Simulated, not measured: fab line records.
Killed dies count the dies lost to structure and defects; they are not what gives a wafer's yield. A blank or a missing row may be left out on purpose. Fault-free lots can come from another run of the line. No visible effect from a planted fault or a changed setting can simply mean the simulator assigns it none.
What tool caused it? + flow nand harc + 12 lots, 36 wafers sampled, at 6 steps of a route of 1159

WHAT THE GAUGES READ, wafer by wafer
NHARC_P_GATE_CD_MEAS_91: the cd target is 2000 nm. Usual: cd nm at 2000.5 nm, with a standard deviation of 1.6.
| lot  | measured     | on        | cd nm (nm)           | flag |
|------|--------------|-----------|----------------------|------|
| L805 | day 5 12:23  | cd sem-01 | 2000.7 1997.9 1998.1 |      |
| L807 | day 5 23:57  | cd sem-02 | 2000.7 2001.2 2000.4 |      |
| L810 | day 6 08:24  | cd sem-03 | 2002.5 2001.9 2002.0 |      |
| L809 | day 6 09:07  | cd sem-01 | 2001.8 2001.5 2002.6 |      |
| L808 | day 6 14:55  | cd sem-01 | 1999.2 2001.3 2000.6 |      |
| L812 | day 6 22:19  | cd sem-03 | 1999.1 1998.9 2000.2 |      |
| L814 | day 7 12:01  | cd sem-02 | 2002.2 2002.2 2001.6 |      |
| L813 | day 7 14:54  | cd sem-01 | 1929.4 1927.9 1926.7 | OFF  |
| L825 | day 10 10:22 | cd sem-01 | 1999.9 1997.7 1999.6 |      |
| L826 | day 10 10:47 | cd sem-01 | 2001.8 2002.0 2002.6 |      |
| L827 | day 10 22:32 | cd sem-02 | 1999.9 1999.9 1998.2 |      |
| L828 | day 11 02:44 | cd sem-03 | 1997.5 2001.9 1999.2 |      |

NHARC_END_SORT_01. Usual: killed at array 29, standard deviation 11; killed at other 0.7, standard deviation 1.1; killed at periphery 2.9, standard deviation 2.2; killed dies 33, standard deviation 11; killed open 3.1, standard deviation 1.8; killed short 1.9, standard deviation 1.4.
| lot  | measured     | on        | killed at array | killed at other | killed at periphery | killed dies | killed open | killed short | flag |
|------|--------------|-----------|-----------------|-----------------|---------------------|-------------|-------------|--------------|------|
| L813 | day 21 09:10 | prober-01 | 29 25 20        | 1 3 1           | 1 1 2               | 31 29 23    | 5 1 4       | 2 2 4        |      |

WHICH TOOL RAN EACH LOT (tool, then ch and the chambers of the sampled wafers, then the start)
| lot  | NHARC_P_GATE_ALD_36               | NHARC_P_GATE_DESCUM_48             | NHARC_P_GATE_EXPOSE_88            | NHARC_P_GATE_RTA_80              |
|------|-----------------------------------|------------------------------------|-----------------------------------|----------------------------------|
| L805 | ald sin-02 ch 0,2, day 4 22:29    | rie diel-09 ch 2,3, day 5 09:04    | krf scanner-02 ch 0, day 5 12:14  | rtp anneal-01 ch 0, day 5 14:49  |
| L807 | ald sin-04 ch 0,3, day 5 07:46    | rie diel-09 ch 1,2, day 5 20:37    | krf scanner-02 ch 0, day 5 23:48  | rtp anneal-01 ch 0, day 6 02:21  |
| L810 | ald sin-02 ch 0,3, day 5 18:44    | rie diel-09 ch 1,2,3, day 6 05:14  | krf scanner-02 ch 0, day 6 08:15  | rtp anneal-01 ch 0, day 6 10:56  |
| L809 | ald sin-04 ch 0,1, day 5 20:26    | rie diel-06 ch 0,1,3, day 6 06:04  | krf scanner-02 ch 0, day 6 08:58  | rtp anneal-02 ch 0, day 6 11:35  |
| L808 | ald sin-02 ch 0,3, day 6 02:02    | rie diel-06 ch 1,2, day 6 11:44    | krf scanner-02 ch 0, day 6 14:46  | rtp anneal-02 ch 0, day 6 17:22  |
| L812 | ald sin-04 ch 1,2,3, day 6 10:21  | rie diel-06 ch 1,3, day 6 18:58    | krf scanner-04 ch 0, day 6 22:10  | rtp anneal-01 ch 0, day 7 01:10  |
| L814 | ald sin-02 ch 0,1,3, day 7 00:16  | rie diel-06 ch 1,2,3, day 7 08:50  | krf scanner-04 ch 0, day 7 11:52  | rtp anneal-01 ch 0, day 7 14:34  |
| L813 | ald sin-04 ch 0,1, day 7 01:19    | rie diel-11 ch 0,1,3, day 7 11:16  | krf scanner-04 ch 0, day 7 14:44  | rtp anneal-01 ch 0, day 7 17:20  |
| L825 | ald sin-04 ch 0,2,3, day 9 21:28  | rie diel-06 ch 1,2, day 10 07:04   | krf scanner-02 ch 0, day 10 10:12 | rtp anneal-02 ch 0, day 10 12:47 |
| L826 | ald sin-03 ch 1,2, day 9 21:47    | rie diel-11 ch 0,1,2, day 10 07:26 | krf scanner-04 ch 0, day 10 10:38 | rtp anneal-02 ch 0, day 10 13:18 |
| L827 | ald sin-02 ch 1,2,3, day 10 07:46 | rie diel-11 ch 0,1, day 10 19:10   | krf scanner-02 ch 0, day 10 22:23 | rtp anneal-02 ch 0, day 11 00:59 |
| L828 | ald sin-04 ch 0,1,3, day 10 12:46 | rie diel-11 ch 1,2,3, day 10 23:24 | krf scanner-04 ch 0, day 11 02:35 | rtp anneal-01 ch 0, day 11 05:32 |
- NHARC_P_GATE_ALD_36: deposits SiNx, target thk 20 nm, pulse time 60 s, ald cycles 223.
- NHARC_P_GATE_DESCUM_48: chemistry O2, time 3 s.
- NHARC_P_GATE_EXPOSE_88: exposes mask P HVN, target cd 2000 nm.
- NHARC_P_GATE_RTA_80: time 30 s.

AS READ BY THE TOOLS THEMSELVES (means over the sampled wafers that have a number; for cases with no such wafer, the mark the record gives instead)
NHARC_P_GATE_ALD_36. Usual: heater power w 831 W, standard deviation 98; precursor pulse height rel 0.997, standard deviation 0.019.
| lot  | tool       | heater power w (W) | precursor pulse height rel | flag |
|------|------------|--------------------|----------------------------|------|
| L805 | ald sin-02 | 714                | 1.008                      |      |
| L807 | ald sin-04 | 806                | 1.007                      |      |
| L810 | ald sin-02 | 858                | 0.996                      |      |
| L809 | ald sin-04 | 765                | 0.979                      |      |
| L808 | ald sin-02 | 767                | 1.002                      |      |
| L812 | ald sin-04 | 854                | 0.999                      |      |
| L814 | ald sin-02 | 817                | 0.997                      |      |
| L813 | ald sin-04 | 784                | 1.004                      |      |
| L825 | ald sin-04 | 806                | 1.001                      |      |
| L826 | ald sin-03 | 853                | 0.995                      |      |
| L827 | ald sin-02 | 843                | 1.005                      |      |
| L828 | ald sin-04 | 827                | 1.018                      |      |

NHARC_P_GATE_DESCUM_48. Usual: chamber pressure mTorr 60.01 mTorr, standard deviation 0.052; drypump motor current A 5.7 A, standard deviation 0.46; oes product au 0.997 a.u., standard deviation 0.0082; rf vpp V 57.7 V, standard deviation 0.93; showerhead plenum p Torr 1.92 Torr, standard deviation 0.1; throttle valve pct 11.311 %, standard deviation 0.0089.
| lot  | tool        | chamber pressure mTorr (mTorr) | drypump motor current A (A) | oes product au (a.u.) | rf vpp V (V) | showerhead plenum p Torr (Torr) | throttle valve pct (%) | flag |
|------|-------------|--------------------------------|-----------------------------|-----------------------|--------------|---------------------------------|------------------------|------|
| L805 | rie diel-09 | 60.00                          | 5.6                         | 1.007                 | 57.2         | 1.90                            | 11.308                 |      |
| L807 | rie diel-09 | 59.99                          | 5.0                         | 0.997                 | 58.0         | 1.99                            | 11.321                 |      |
| L810 | rie diel-09 | 60.02                          | 5.3                         | 0.995                 | 56.5         | 1.92                            | 11.306                 |      |
| L809 | rie diel-06 | 59.97                          | 5.8                         | 0.990                 | 58.4         | 1.87                            | 11.317                 |      |
| L808 | rie diel-06 | 59.97                          | 5.3                         | 1.002                 | 58.8         | 2.02                            | 11.312                 |      |
| L812 | rie diel-06 | 60.00                          | 5.8                         | 0.996                 | 57.7         | 1.92                            | 11.315                 |      |
| L814 | rie diel-06 | 60.04                          | 5.7                         | 0.997                 | 58.0         | 1.96                            | 11.300                 |      |
| L813 | rie diel-11 | 59.98                          | 6.0                         | 0.997                 | 57.9         | 1.86                            | 11.319                 |      |
| L825 | rie diel-06 | 60.05                          | 5.3                         | 1.002                 | 58.0         | 2.01                            | 11.316                 |      |
| L826 | rie diel-11 | 59.97                          | 6.1                         | 0.995                 | 58.6         | 1.99                            | 11.314                 |      |
| L827 | rie diel-11 | 60.03                          | 6.1                         | 1.001                 | 57.8         | 1.90                            | 11.312                 |      |
| L828 | rie diel-11 | 59.95                          | 5.8                         | 0.994                 | 58.2         | 1.95                            | 11.312                 |      |

NHARC_P_GATE_RTA_80. Usual: lamp power pct 2.22 %, standard deviation 0.18; lamp_zone_6_pct 2.20 %, standard deviation 0.18; wafer_temp_C_max 301.5, standard deviation 0.39.
| lot  | tool          | lamp power pct (%) | lamp_zone_6_pct (%) | wafer_temp_C_max | flag |
|------|---------------|--------------------|---------------------|------------------|------|
| L805 | rtp anneal-01 | 2.40               | 2.38                | 302.0            |      |
| L807 | rtp anneal-01 | 2.40               | 2.38                | 301.9            |      |
| L810 | rtp anneal-01 | 2.40               | 2.38                | 301.4            |      |
| L809 | rtp anneal-02 | 2.04               | 2.02                | 301.2            |      |
| L808 | rtp anneal-02 | 2.03               | 2.01                | 301.3            |      |
| L812 | rtp anneal-01 | 2.40               | 2.38                | 301.6            |      |
| L814 | rtp anneal-01 | 2.41               | 2.39                | 301.7            |      |
| L813 | rtp anneal-01 | 2.40               | 2.38                | 301.9            |      |
| L825 | rtp anneal-02 | 2.03               | 2.01                | 301.0            |      |
| L826 | rtp anneal-02 | 2.04               | 2.02                | 301.3            |      |
| L827 | rtp anneal-02 | 2.03               | 2.01                | 301.1            |      |
| L828 | rtp anneal-01 | 2.40               | 2.38                | 302.0            |      |

THE ANSWER, worked out from the rows above alone
Rule: lot off if the mean of its wafers having a number is beyond 3 standard deviations from the usual mean. A lot without any number at a reading at which 4 lots or more have one is off too. Where the step has rows for the other lots, those lots are counted as sound. Order of review: gauges by route order, followed by the tools' own readings, for which a lot's mean as printed above is used. At the first step where some lot is off, the reading lying furthest off is the one used; lots without a number count as furthest.
Off: L813, at NHARC_P_GATE_CD_MEAS_91 (cd nm).
If a tool, at a process step before that reading, ran all the lots that are off and no sound lot after the first of them, it fits. Gauges at NHARC_P_GATE_CD_MEAS_91: tried the same way as those tools. None of those tried fits.

WHAT THE SIMULATOR HAD INSERTED
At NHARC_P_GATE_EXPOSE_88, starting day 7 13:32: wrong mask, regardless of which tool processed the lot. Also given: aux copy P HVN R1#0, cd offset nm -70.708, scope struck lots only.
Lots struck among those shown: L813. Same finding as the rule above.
